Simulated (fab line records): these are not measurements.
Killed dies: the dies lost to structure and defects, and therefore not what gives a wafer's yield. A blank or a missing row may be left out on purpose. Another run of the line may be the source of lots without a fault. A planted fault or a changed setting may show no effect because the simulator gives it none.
Lot-split experiment	flow n5Finfet	39 wafers read across 7 lots, on a route 1938 steps long

## SPLIT DETAILS
At N5_SPACER0_ALD_00 (deposits SiOCN, target thk 3.5 nm, pulse time 3 s, purge time 2 s), the setting aldCycles was moved away from the recipe's 58 on 15 of the 39 wafers read, by -53.4% to +56.9%. For the rest of the wafers, this setting stayed at what the recipe calls for.

Reading taken at the split's own step.

## THE READING
SiOCN_of_SPACER0_ALD_00.thkNm (the simulator's own value, which no gauge read), in nm, at N5_SPACER0_ALD_00 (deposits SiOCN, target thk 3.5 nm, pulse time 3 s, purge time 2 s). There is no usual value for it anywhere in the file. Average 3.5 nm, standard deviation 0.099 nm, over the 24 wafers here run with the recipe.

wafer	tool, chamber at the split	aldCycles as run	against the recipe	SiOCN_of_SPACER0_ALD_00.thkNm, nm	against lot-mates on the recipe
L075.1	aldSin-02, 1,2	58	recipe	3.4	-
L075.4	aldSin-02, 1,2	58	recipe	3.4	-
L075.2	aldSin-02, 3,0,2	82	+41.4%	5	+1.5
L075.3	aldSin-02, 3,0,2	82	+41.4%	5	+1.5
L075.5	aldSin-02, 3,0,2	82	+41.4%	5	+1.5
L075.6	aldSin-02, 3	58	recipe	3.6	-
L081.1	aldSin-03, 3,0,1	77	+32.8%	4.6	+1.2
L081.5	aldSin-03, 3,0,1	77	+32.8%	4.6	+1.2
L081.6	aldSin-03, 3,0,1	77	+32.8%	4.6	+1.2
L081.2	aldSin-03, 1,0,2	58	recipe	3.4	-
L081.3	aldSin-03, 1,0,2	58	recipe	3.4	-
L081.4	aldSin-03, 1,0,2	58	recipe	3.4	-
L082.1	aldSin-04, 0,3,0	86	+48.3%	5.2	+1.7
L082.2	aldSin-04, 0,3,0	86	+48.3%	5.2	+1.7
L082.6	aldSin-04, 0,3,0	86	+48.3%	5.2	+1.7
L082.3	aldSin-04, 2,3	58	recipe	3.4	-
L082.4	aldSin-04, 2,3	58	recipe	3.4	-
L082.5	aldSin-04, 2	58	recipe	3.6	-
L084.3	aldSin-03, 3	58	recipe	3.6	-
L084.5	aldSin-03, 1,2	58	recipe	3.4	-
L084.6	aldSin-03, 1,2	58	recipe	3.4	-
L087.1	aldSin-03, 3,0,3	58	recipe	3.6	-
L087.3	aldSin-03, 3,0,3	58	recipe	3.6	-
L087.5	aldSin-03, 3,0,3	58	recipe	3.6	-
L087.2	aldSin-03, 1,2,0	27	-53.4%	1.6	-2.0
L087.4	aldSin-03, 1,2,0	27	-53.4%	1.6	-2.0
L087.6	aldSin-03, 1,2,0	27	-53.4%	1.6	-2.0
L096.1	aldSin-03, 0,3,2	58	recipe	3.4	-
L096.3	aldSin-03, 0,3,2	58	recipe	3.4	-
L096.4	aldSin-03, 0,3,2	58	recipe	3.4	-
L096.2	aldSin-03, 1,0,3	58	recipe	3.6	-
L096.5	aldSin-03, 1,0,3	58	recipe	3.6	-
L096.6	aldSin-03, 1,0,3	58	recipe	3.6	-
L097.1	aldSin-04, 0,3	91	+56.9%	5.4	+1.9
L097.2	aldSin-04, 0,3	91	+56.9%	5.4	+1.9
L097.3	aldSin-04, 2	91	+56.9%	5.6	+2.1
L097.4	aldSin-04, 1	58	recipe	3.6	-
L097.5	aldSin-04, 0,3	58	recipe	3.4	-
L097.6	aldSin-04, 0,3	58	recipe	3.4	-
Rows listing several chambers each stand for several wafers; the file does not say which wafer went through which chamber.

FIT RESULTS
A straight line over all 39 wafers: SiOCN_of_SPACER0_ALD_00.thkNm changes by +0.0353 nm for each +1% of aldCycles; r = +1.00; the points scatter about the line by 0.086 nm.
The same after taking each lot's own level away (the mean of its wafers on the recipe; 39 wafers): +0.0364 nm for each +1%; r = +1.00; scatter 0.077 nm.
Per that fit: largest aldCycles move, reading shift of 2.1 nm.
Measured against the standard deviation above, the lots' own levels, which go from 3.40 to 3.60 nm, span 2.0 times it.
So the lot-to-lot level changes the slope little: the two slopes agree.
Check: with one of the wafers moved furthest among these (+56.9%) left out of the fit, the line predicts +2.08 nm for it against its lot-mates. Against them it came out at +1.93 nm.

## THE FILE'S OWN FIT
SiOCN_of_SPACER0_ALD_00.thkNm changes by +0.0363 nm for each +1% of aldCycles, r = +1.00.
